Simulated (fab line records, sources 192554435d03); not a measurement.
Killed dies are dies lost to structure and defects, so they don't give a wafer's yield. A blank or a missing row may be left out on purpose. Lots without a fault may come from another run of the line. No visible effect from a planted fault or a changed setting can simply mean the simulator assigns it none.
Matching of chambers    flow n5Finfet    N5_WELL_APT_DESCUM_30 on rieDiel-03: 4 sister chambers
The step chemistry O2, time 7.9 s. 18 wafers are shown with their chamber, then 9 later ones without.

## EACH WAFER AND ITS CHAMBER
wafer   chamber  drypumpMotorCurrentA (A)  showerheadPlenumPTorr (Torr)  throttleValvePct (%)
L074.3  0        5.3                       2.04                          20.48
L074.5  1        5.7                       2.16                          20.63
L074.6  3        6.6                       2.22                          20.15
L079.2  2        5.7                       1.97                          20.75
L079.3  1        5.7                       2.16                          20.64
L079.4  1        5.7                       2.16                          20.63
L081.1  1        5.7                       2.16                          20.65
L081.4  1        5.7                       2.16                          20.66
L081.5  0        5.3                       2.03                          20.49
L082.1  2        5.7                       1.97                          20.74
L082.3  0        5.3                       2.03                          20.51
L082.4  2        5.7                       1.97                          20.75
L086.1  0        5.4                       2.03                          20.53
L086.5  3        6.6                       2.21                          20.15
L086.6  0        5.3                       2.03                          20.52
L090.1  3        6.6                       2.21                          20.17
L090.3  0        5.4                       2.02                          20.55
L090.4  2        5.7                       1.97                          20.80

SIGNATURES (means of the wafers above)
reading                chamber 0  chamber 1  chamber 2  chamber 3  scatter within a chamber
drypumpMotorCurrentA   5.333      5.700      5.700      6.600      0.0309
showerheadPlenumPTorr  2.0300     2.1600     1.9700     2.2133     0.00436
throttleValvePct       20.5133    20.6420    20.7600    20.1567    0.0215
Rule: for each reading, subtract the chamber's mean from the wafer's reading, divide by that reading's scatter and square the result; add these up over the readings and take the root, which gives the wafer's distance from the chamber. The wafer belongs to the nearest chamber; if the next one is less than 2 further off, it can't be placed. How the scatter is found: for the shown wafers, subtract from each reading the mean of its chamber, square and add these, divide the total by (wafers less chambers), then take the root.

## WAFERS WITHOUT THEIR CHAMBER
wafer   drypumpMotorCurrentA (A)  showerheadPlenumPTorr (Torr)  throttleValvePct (%)
L092.1  5.7                       1.96                          20.81
L092.4  5.7                       1.96                          20.81
L092.6  6.6                       2.21                          20.18
L093.1  5.7                       2.15                          20.69
L093.2  6.6                       2.21                          20.20
L093.4  5.7                       2.15                          20.70
L097.2  5.7                       2.14                          20.70
L097.3  5.4                       2.02                          20.55
L097.5  5.3                       2.02                          20.55

## WHICH CHAMBER EACH ONE RAN IN
wafer   from the rows above  in truth
L092.1  2                    2
L092.4  2                    2
L092.6  3                    3
L093.1  1                    1
L093.2  3                    3
L093.4  1                    1
L097.2  1                    1
L097.3  0                    0
L097.5  0                    0
Correctly placed: 9 of 9. Not placeable from these rows: 0. 0 placed wrongly.
